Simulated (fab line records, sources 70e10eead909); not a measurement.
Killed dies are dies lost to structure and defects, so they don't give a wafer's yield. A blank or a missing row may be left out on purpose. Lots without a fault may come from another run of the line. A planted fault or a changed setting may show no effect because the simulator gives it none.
Chamber matching | flow nand_harc | NHARC_P_GATE_ETCH_104 on rie_diel-13: 4 sister chambers
The step etches the open film in CF4/CHF3, target depth 60 nm. 36 wafers are shown with their chamber, then 12 later ones without.

WAFERS WITH THEIR CHAMBER
wafer  | chamber | showerhead_plenum_p_Torr (Torr) | drypump_motor_current_A (A) | rf_vpp_V (V)
L074.2 | 2       | 1.63                            | 6.1                         | 372.0
L074.4 | 0       | 1.59                            | 5.6                         | 372.1
L074.6 | 3       | 1.55                            | 5.0                         | 370.7
L075.1 | 2       | 1.63                            | 6.1                         | 372.0
L075.2 | 1       | 1.57                            | 6.1                         | 370.3
L075.6 | 3       | 1.55                            | 5.1                         | 370.0
L076.4 | 3       | 1.55                            | 5.1                         | 370.9
L076.5 | 3       | 1.55                            | 5.1                         | 370.5
L076.6 | 2       | 1.63                            | 6.1                         | 371.7
L078.2 | 1       | 1.57                            | 6.1                         | 370.9
L078.4 | 0       | 1.59                            | 5.6                         | 370.7
L078.5 | 1       | 1.57                            | 6.1                         | 371.5
L077.1 | 3       | 1.55                            | 5.1                         | 368.0
L077.3 | 1       | 1.57                            | 6.1                         | 370.7
L077.5 | 3       | 1.55                            | 5.1                         | 369.5
L079.4 | 3       | 1.55                            | 5.1                         | 369.3
L079.5 | 1       | 1.57                            | 6.1                         | 370.8
L079.6 | 2       | 1.62                            | 6.1                         | 371.9
L081.1 | 0       | 1.59                            | 5.6                         | 370.7
L081.3 | 3       | 1.55                            | 5.1                         | 369.8
L081.6 | 3       | 1.55                            | 5.1                         | 369.6
L082.1 | 2       | 1.62                            | 6.1                         | 374.1
L082.2 | 1       | 1.57                            | 6.1                         | 370.3
L082.4 | 3       | 1.55                            | 5.0                         | 370.6
L084.1 | 2       | 1.62                            | 6.2                         | 372.4
L084.2 | 3       | 1.55                            | 5.1                         | 369.8
L084.3 | 1       | 1.57                            | 6.1                         | 370.3
L083.1 | 1       | 1.57                            | 6.1                         | 368.7
L083.2 | 3       | 1.55                            | 5.0                         | 370.4
L083.3 | 0       | 1.59                            | 5.6                         | 370.8
L086.3 | 1       | 1.57                            | 6.1                         | 371.2
L086.4 | 2       | 1.62                            | 6.2                         | 372.3
L086.5 | 1       | 1.57                            | 6.1                         | 370.2
L092.1 | 3       | 1.55                            | 5.1                         | 369.3
L092.3 | 0       | 1.59                            | 5.6                         | 370.8
L092.5 | 2       | 1.62                            | 6.2                         | 371.0

SIGNATURES (means of the wafers above)
reading                  | chamber 0 | chamber 1 | chamber 2 | chamber 3 | scatter within a chamber
showerhead_plenum_p_Torr | 1.5900    | 1.5700    | 1.6238    | 1.5500    | 0.00242
drypump_motor_current_A  | 5.600     | 6.100     | 6.138     | 5.077     | 0.0362
rf_vpp_V                 | 371.020   | 370.490   | 372.175   | 369.877   | 0.782
Rule: a wafer's distance from a chamber is the root of the sum, over the readings, of the square of ((its reading less the chamber's mean) divided by the reading's scatter). The wafer belongs to the nearest chamber; if the next one is less than 2 further off, it can't be placed. The scatter: the root of (the sum of the squares of (reading less its chamber's mean) over the shown wafers, divided by (wafers less chambers)).

WAFERS WITHOUT THEIR CHAMBER
wafer  | showerhead_plenum_p_Torr (Torr) | drypump_motor_current_A (A) | rf_vpp_V (V)
L093.2 | 1.59                            | 5.6                         | 371.3
L093.3 | 1.57                            | 6.1                         | 370.2
L093.6 | 1.57                            | 6.1                         | 369.8
L094.2 | 1.55                            | 5.1                         | 368.7
L094.4 | 1.59                            | 5.6                         | 369.4
L094.5 | 1.62                            | 6.2                         | 370.1
L095.1 | 1.59                            | 5.6                         | 372.2
L095.4 | 1.62                            | 6.1                         | 372.5
L095.5 | 1.55                            | 5.0                         | 370.1
L096.2 | 1.59                            | 5.6                         | 370.0
L096.4 | 1.57                            | 6.1                         | 370.6
L096.5 | 1.59                            | 5.5                         | 371.9

WHICH CHAMBER EACH WENT THROUGH
wafer  | from the rows above | in truth
L093.2 | 0                   | 0
L093.3 | 1                   | 1
L093.6 | 1                   | 1
L094.2 | 3                   | 3
L094.4 | 0                   | 0
L094.5 | 2                   | 2
L095.1 | 0                   | 0
L095.4 | 2                   | 2
L095.5 | 3                   | 3
L096.2 | 0                   | 0
L096.4 | 1                   | 1
L096.5 | 0                   | 0
Placed correctly: 12 of 12. Can't be placed from these rows: 0. Placed wrongly: 0.
